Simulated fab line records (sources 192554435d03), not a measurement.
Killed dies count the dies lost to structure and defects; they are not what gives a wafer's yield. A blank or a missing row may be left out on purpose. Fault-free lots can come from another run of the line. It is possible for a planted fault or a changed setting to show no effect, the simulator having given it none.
Split-lot experiment + flow n5_finfet + route with 1938 steps; 7 lots, 21 wafers read

== SPLIT DETAILS ==
At N5_BEOL_M11_ALD_74 (deposits TaN, target thk 2 nm, pulse time 2 s, purge time 3 s), the setting ald_cycles was moved away from the recipe's 40 on 6 of the 21 wafers read, by -5.0% to +15.0%. For the rest of the wafers, this setting stayed at what the recipe calls for.

The split's own step is where the reading is taken.

== THE READING ==
TaN_of_BEOL_M11_ALD_74.thk_nm (the simulator's own value, which no gauge read), in nm, at N5_BEOL_M11_ALD_74 (deposits TaN, target thk 2 nm, pulse time 2 s, purge time 3 s). The file does not state a usual value for it.

| wafer  | tool, chamber at the split | ald_cycles as run | against the recipe | TaN_of_BEOL_M11_ALD_74.thk_nm, nm | against lot-mates on the recipe |
|--------|----------------------------|-------------------|--------------------|-----------------------------------|---------------------------------|
| L074.1 | ald_metal-03, 3            | 40                | recipe             | 2                                 | -                               |
| L074.2 | ald_metal-03, 2,1          | 46                | +15.0%             | 2.4                               | +0.4                            |
| L074.4 | ald_metal-03, 2,1          | 46                | +15.0%             | 2.4                               | +0.4                            |
| L076.4 | ald_metal-03, 0,3          | 40                | recipe             | 2                                 | -                               |
| L076.5 | ald_metal-03, 0,3          | 40                | recipe             | 2                                 | -                               |
| L076.6 | ald_metal-03, 2            | 38                | -5.0%              | 2                                 | +0.0                            |
| L078.2 | ald_metal-03, 0,1,2        | 40                | recipe             | 2                                 | -                               |
| L078.4 | ald_metal-03, 0,1,2        | 40                | recipe             | 2                                 | -                               |
| L078.6 | ald_metal-03, 0,1,2        | 40                | recipe             | 2                                 | -                               |
| L084.2 | ald_metal-04, 1,2,1        | 40                | recipe             | 2                                 | -                               |
| L084.5 | ald_metal-04, 1,2,1        | 40                | recipe             | 2                                 | -                               |
| L084.6 | ald_metal-04, 1,2,1        | 40                | recipe             | 2                                 | -                               |
| L087.1 | ald_metal-04, 2,2,1        | 40                | recipe             | 2                                 | -                               |
| L087.5 | ald_metal-04, 2,2,1        | 40                | recipe             | 2                                 | -                               |
| L087.6 | ald_metal-04, 2,2,1        | 40                | recipe             | 2                                 | -                               |
| L090.1 | ald_metal-04, 0            | 40                | recipe             | 2                                 | -                               |
| L090.6 | ald_metal-04, 0            | 40                | recipe             | 2                                 | -                               |
| L090.3 | ald_metal-04, 3            | 46                | +15.0%             | 2.2                               | +0.2                            |
| L095.2 | ald_metal-01, 3            | 40                | recipe             | 2                                 | -                               |
| L095.4 | ald_metal-01, 1,2          | 43                | +7.5%              | 2.2                               | +0.2                            |
| L095.6 | ald_metal-01, 1,2          | 43                | +7.5%              | 2.2                               | +0.2                            |
If several chambers appear in one row, that row covers several wafers at once and the file leaves open which wafer was in which chamber.

FIT RESULTS
A straight line over all 21 wafers: TaN_of_BEOL_M11_ALD_74.thk_nm changes by +0.0214 nm for each +1% of ald_cycles; r = +0.94; the points scatter about the line by 0.045 nm.
The same after taking each lot's own level away (the mean of its wafers on the recipe; 21 wafers): +0.0214 nm for each +1%; r = +0.94; scatter 0.045 nm.
Per that fit: largest ald_cycles move, reading shift of 0.32 nm.
The lots' own levels span 2.00 to 2.00 nm.
Consequently the slope shifts little with the lot-to-lot level, the two slopes agreeing.
Check: with one of the wafers moved furthest among these (+15.0%) left out of the fit, the line predicts +0.306 nm for it against its lot-mates. Against them it came out at +0.4 nm.

== THESE WAFERS: OTHER SPLITS ==
Other splits were also applied to these wafers ahead of the reading. Each is held against what the fit with the lots' levels taken away leaves over:
| other split on the same wafers      | wafers away from the commonest value | r with TaN_of_BEOL_M11_ALD_74.thk_nm (lot level and that fit taken away) |
|-------------------------------------|--------------------------------------|--------------------------------------------------------------------------|
| N5_BEOL_M9_COAT_22 spin_rpm         | 7                                    | +0.36                                                                    |
| N5_BEOL_M10_VIA_ETCH_34 time_s      | 9                                    | -0.03                                                                    |
| N5_BEOL_M10_TRENCH_ETCH_37 source_w | 9                                    | -0.12                                                                    |
| N5_BEOL_M11_TRENCH_ETCH_37 bias_w   | 6                                    | +0.32                                                                    |

== THE FILE'S OWN FIT ==
TaN_of_BEOL_M11_ALD_74.thk_nm changes by +0.0198 nm for each +1% of ald_cycles, r = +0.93.
